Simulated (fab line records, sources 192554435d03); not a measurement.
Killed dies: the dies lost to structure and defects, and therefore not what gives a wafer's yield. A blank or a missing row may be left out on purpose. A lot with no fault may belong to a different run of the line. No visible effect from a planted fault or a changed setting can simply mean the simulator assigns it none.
Split-lot experiment + flow n5-finfet + on a route of 1938 steps: 7 lots, 21 wafers read

SPLIT DETAILS
At N5_BEOL_M5_EXPOSE_25 (exposes mask V4, defocus 10 nm), the setting dose-mj was moved away from the recipe's 52.75 on 6 of the 21 wafers read, by -5.4% to -3.1%. For the rest of the wafers, this setting stayed at what the recipe calls for.

FROM THE SPLIT TO THE READING: what the file shows between them, 2 steps
- N5_BEOL_M5_PEB_26: peb time 60 s
- N5_BEOL_M5_DEVELOP_27: develop time 30 s

THE READING
cd-nm, in nm, at N5_BEOL_M5_CD_MEAS_28 (target cd 30.6 nm, target cd y 20 nm). On this fab line, fault-free wafers typically give 30.60 nm with a standard deviation of 0.27 nm.

| wafer  | tool, chamber at the split | dose-mj as run | against the recipe | cd-nm, nm | against lot-mates on the recipe |
|--------|----------------------------|----------------|--------------------|-----------|---------------------------------|
| L074.1 | euv-scanner-02, 0          | 49.88          | -5.4%              | 29.28     | -1.24                           |
| L074.4 | euv-scanner-02, 0          | 52.75          | recipe             | 30.57     | -                               |
| L074.5 | euv-scanner-02, 0          | 52.75          | recipe             | 30.47     | -                               |
| L077.1 | euv-scanner-01, 0          | 52.75          | recipe             | 30.51     | -                               |
| L077.3 | euv-scanner-01, 0          | 52.75          | recipe             | 30.33     | -                               |
| L077.4 | euv-scanner-01, 0          | 52.75          | recipe             | 30.15     | -                               |
| L079.1 | euv-scanner-01, 0          | 52.75          | recipe             | 30.83     | -                               |
| L079.2 | euv-scanner-01, 0          | 52.75          | recipe             | 30.83     | -                               |
| L079.3 | euv-scanner-01, 0          | 52.75          | recipe             | 31.01     | -                               |
| L084.1 | euv-scanner-02, 0          | 52.75          | recipe             | 30.94     | -                               |
| L084.3 | euv-scanner-02, 0          | 52.75          | recipe             | 31.06     | -                               |
| L084.6 | euv-scanner-02, 0          | 52.75          | recipe             | 30.76     | -                               |
| L085.2 | euv-scanner-01, 0          | 50.7           | -3.9%              | 29.94     | -0.92                           |
| L085.4 | euv-scanner-01, 0          | 52.75          | recipe             | 30.86     | -                               |
| L085.5 | euv-scanner-01, 0          | 50.7           | -3.9%              | 29.54     | -1.32                           |
| L088.1 | euv-scanner-01, 0          | 52.75          | recipe             | 30.31     | -                               |
| L088.4 | euv-scanner-01, 0          | 52.75          | recipe             | 30.38     | -                               |
| L088.5 | euv-scanner-01, 0          | 52.75          | recipe             | 30.15     | -                               |
| L096.1 | euv-scanner-02, 0          | 51.12          | -3.1%              | 29.85     | no lot-mate on the recipe       |
| L096.3 | euv-scanner-02, 0          | 51.12          | -3.1%              | 29.37     | no lot-mate on the recipe       |
| L096.6 | euv-scanner-02, 0          | 51.12          | -3.1%              | 29.80     | no lot-mate on the recipe       |

FIT RESULTS
A straight line over all 21 wafers: cd-nm changes by +0.255 nm for each +1% of dose-mj; r = +0.85; the points scatter about the line by 0.29 nm.
The same after taking each lot's own level away (the mean of its wafers on the recipe; 18 wafers): +0.257 nm for each +1%; r = +0.96; scatter 0.14 nm.
That fit puts the effect of the largest move of dose-mj on the reading at 1.4 nm.
The lots' own levels span 30.280 to 30.920 nm, that is 2.4 times the standard deviation above.
The two slopes are in agreement: the lot-to-lot level therefore moves the slope only a little.
Check: for one of the wafers moved furthest among these (-5.4%), held out of the fit, the line's prediction against its lot-mates is -1.57 nm. Against them it came out at -1.24 nm.

OTHER SPLITS ON THESE WAFERS
Note: prior to the reading, these wafers also went through further splits. Each is held against what the fit with the lots' levels taken away leaves over:
| other split on the same wafers | wafers away from the commonest value | r with cd-nm (lot level and that fit taken away) |
|--------------------------------|--------------------------------------|--------------------------------------------------|
| N5_BEOL_M3_COAT_76 spin-rpm    | 3                                    | -0.37                                            |
| N5_BEOL_M4_COAT_73 spin-rpm    | 7                                    | +0.12                                            |
| N5_BEOL_M5_COAT_74 spin-rpm    | 5                                    | -0.10                                            |

THE FILE'S OWN FIT
cd-nm changes by +0.248 nm for each +1% of dose-mj, r = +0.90.
